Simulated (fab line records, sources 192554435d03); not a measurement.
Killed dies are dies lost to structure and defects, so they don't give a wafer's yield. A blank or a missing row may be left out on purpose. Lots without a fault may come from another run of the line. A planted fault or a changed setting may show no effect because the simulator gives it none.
Problem report in the 8D (eight disciplines) form, filled by code | flow n5_finfet | the parts of the form that need people (team, actions taken, sign-off) are left out

1. THE PROBLEM
spin_speed_rpm at N5_BEOL_M9_COAT_63 reads a mean of 1171.9 rpm on 6 wafers of 2 lots; wafers without a fault read 1500.0 rpm with a standard deviation of 0.99. That is -99 or more standard deviations from the usual mean.
The step: time 60 s, resist thk 60 nm.
First seen on wafer L187.1, day 14 12:36, on litho_track-02. The record holds 36 wafers of 12 lots with a number at this step. Rule for "out", or "out of limits": more than 4 standard deviations from the usual mean. The other wafers with a number count as sound.

2. WHAT IT IS AND WHAT IT IS NOT
question                    | is                     | is not
which readings at this step | spin_speed_rpm         | -
which lots                  | L187, L188             | L166, L167, L168, L169, L173, L175, L176, L177, L178, L180
which wafers of those lots  | all that have a number | -
read on which tools         | litho_track-02         | litho_track-03, litho_track-04
when                        | from day 14 12:36      | up to then (30 sound wafers)

3. SUSPECTS, AND WHAT RULES EACH OUT
Counting: a tool at a process step up to the reading stays a suspect if it ran every lot that is out and no sound lot after the first of them.
- litho_track-02 at N5_BEOL_M9_COAT_63 (time 60 s, resist thk 60 nm): kept. It ran every lot that is out, first L187 (day 14 12:36), and no sound lot after that; its last sound lot up to then is L180 (day 13 11:17). Its own readings are out on those wafers: spin_speed_rpm.
Left after counting: litho_track-02 at N5_BEOL_M9_COAT_63.

4. THE CAUSE (what the simulator had put in)
Process parameter drift: litho_track-02, from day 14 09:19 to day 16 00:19, at N5_BEOL_M9_COAT_63. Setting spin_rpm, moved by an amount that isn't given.
Counting left only this tool.

5. THE CHAIN OF EFFECTS, in route order
Each row: a reading whose mean over the struck wafers that have a number lies more than 3 standard deviations from the usual. Only readings for which the record gives a usual standard deviation are gone through. hours: the time from each lot's start at the first step in this table that gives one to its start at this step, as a median over the lots. sigmas: the change in usual standard deviations.
hours | step               | reading        | usual      | on struck wafers | change | sigmas
0     | N5_BEOL_M9_COAT_63 | spin_speed_rpm | 1500.0 rpm | 1171.9           | -328.1 | -99 or more
The process steps in it:
- N5_BEOL_M9_COAT_63: time 60 s, resist thk 60 nm.
Later measuring or inspecting steps at which every struck wafer that the step has a row for has a number for every such reading, and none has moved that far: N5_BEOL_M9_OVL_MEAS_29.

6. WHAT WOULD HAVE CAUGHT IT SOONER
In this record the first reading out of limits was taken at day 14 12:36, 3 hours after the fault began at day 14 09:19.
